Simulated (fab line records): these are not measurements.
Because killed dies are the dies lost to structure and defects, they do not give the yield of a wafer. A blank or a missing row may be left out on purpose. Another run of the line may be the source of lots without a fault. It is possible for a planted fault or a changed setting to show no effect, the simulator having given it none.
Chamber matching | flow n5_finfet | pecvd-03 running N5_BEOL_M4_PECVD_72: 3 sister chambers
The step deposits SiO2 from TEOS/O2, target thk 16 nm, time 18 s. 18 wafers are shown with their chamber, then 9 later ones without.

== WAFERS WITH THEIR CHAMBER ==
wafer  | chamber | throttle_valve_pct (%) | showerhead_plenum_p_Torr (Torr) | heater_power_w (W)
L076.1 | 1       | 23.1                   | 8.79                            | 624
L076.2 | 0       | 24.2                   | 8.79                            | 532
L076.5 | 0       | 23.8                   | 8.80                            | 519
L075.2 | 1       | 23.3                   | 8.78                            | 513
L075.3 | 1       | 23.3                   | 8.82                            | 505
L075.4 | 0       | 24.0                   | 8.80                            | 545
L077.1 | 1       | 23.1                   | 8.83                            | 574
L077.2 | 0       | 24.1                   | 8.79                            | 512
L077.3 | 2       | 21.1                   | 8.76                            | 641
L079.1 | 0       | 24.1                   | 8.79                            | 526
L079.4 | 0       | 23.9                   | 8.80                            | 526
L079.5 | 2       | 21.2                   | 8.77                            | 570
L083.1 | 1       | 23.1                   | 8.79                            | 599
L083.2 | 0       | 24.3                   | 8.81                            | 527
L083.6 | 1       | 23.3                   | 8.81                            | 616
L088.1 | 1       | 23.5                   | 8.81                            | 605
L088.4 | 0       | 24.3                   | 8.79                            | 477
L088.5 | 1       | 23.3                   | 8.81                            | 602

SIGNATURES (means of the wafers above)
reading                  | chamber 0 | chamber 1 | chamber 2 | scatter within a chamber
throttle_valve_pct       | 24.087    | 23.250    | 21.150    | 0.158
showerhead_plenum_p_Torr | 8.7963    | 8.8050    | 8.7650    | 0.0127
heater_power_w           | 520.50    | 579.75    | 605.50    | 36.7
Rule: distance of a wafer from a chamber = root of the sum over the readings of ((wafer's reading minus chamber's mean) / reading's scatter) squared. If the next closest chamber is less than 2 further off than the closest, the wafer can't be placed; otherwise it belongs to the closest. The scatter is the square root of a quotient: the sum, over the shown wafers, of each reading's squared deviation from its chamber's mean, divided by wafers minus chambers.

== WAFERS MISSING THEIR CHAMBER ==
wafer  | throttle_valve_pct (%) | showerhead_plenum_p_Torr (Torr) | heater_power_w (W)
L090.3 | 23.2                   | 8.84                            | 585
L090.4 | 21.6                   | 8.75                            | 673
L090.5 | 23.2                   | 8.79                            | 581
L089.1 | 21.5                   | 8.76                            | 647
L089.2 | 24.1                   | 8.77                            | 523
L089.6 | 21.4                   | 8.78                            | 659
L095.1 | 24.0                   | 8.81                            | 443
L095.3 | 23.3                   | 8.81                            | 616
L095.6 | 23.3                   | 8.82                            | 601

== WHICH CHAMBER EACH WENT THROUGH ==
wafer  | from the rows above | in truth
L090.3 | 1                   | 1
L090.4 | 2                   | 2
L090.5 | 1                   | 1
L089.1 | 2                   | 2
L089.2 | 0                   | 0
L089.6 | 2                   | 2
L095.1 | 0                   | 0
L095.3 | 1                   | 1
L095.6 | 1                   | 1
Correctly placed: 9 of 9. From these rows, 0 cannot be placed. Number placed wrongly: 0.
